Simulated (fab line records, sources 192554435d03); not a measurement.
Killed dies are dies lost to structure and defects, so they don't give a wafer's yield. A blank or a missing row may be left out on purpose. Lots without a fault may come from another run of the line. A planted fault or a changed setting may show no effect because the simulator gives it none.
Chamber matching | flow n5_finfet | N5_DUMMY_GATE_ETCH_32 on rie_si-03: 4 sister chambers
The step etches SiO2 in CF4, target depth 3.5 nm, time 3.9 s. 4 wafers are shown with their chamber, then 8 later ones without.

WAFERS WITH THEIR CHAMBER
wafer  | chamber | throttle_valve_pct (%)
L081.5 | 1       | 22.06
L083.3 | 2       | 21.72
L083.6 | 3       | 21.53
L088.2 | 0       | 21.45

WAFERS WITHOUT THEIR CHAMBER
wafer  | throttle_valve_pct (%)
L088.3 | 21.52
L088.5 | 21.47
L093.1 | 21.53
L093.3 | 22.08
L093.6 | 22.07
L095.2 | 21.49
L095.3 | 21.71
L095.6 | 22.04

WHICH CHAMBER EACH WENT THROUGH
wafer  | from the rows above     | in truth
L088.3 | 3                       | 3
L088.5 | 0                       | 0
L093.1 | 3                       | 3
L093.3 | 1                       | 1
L093.6 | 1                       | 1
L095.2 | can't be placed: 0 or 3 | 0
L095.3 | 2                       | 2
L095.6 | 1                       | 1
Placed correctly: 7 of 8. Can't be placed from these rows: 1 (the true chamber is among the candidates in 1). Placed wrongly: 0.
How it was worked out, from the rows above alone: a wafer's distance from a chamber is the root of the sum, over the readings, of the square of ((its reading less the chamber's mean) divided by the reading's scatter). The wafer belongs to the nearest chamber; if the next one is less than 2 further off, it can't be placed. A chamber's mean is the mean of its shown wafers. The scatter: with one shown wafer a chamber, the root of the mean of the squares of how far each hidden wafer lies from its nearest shown one.
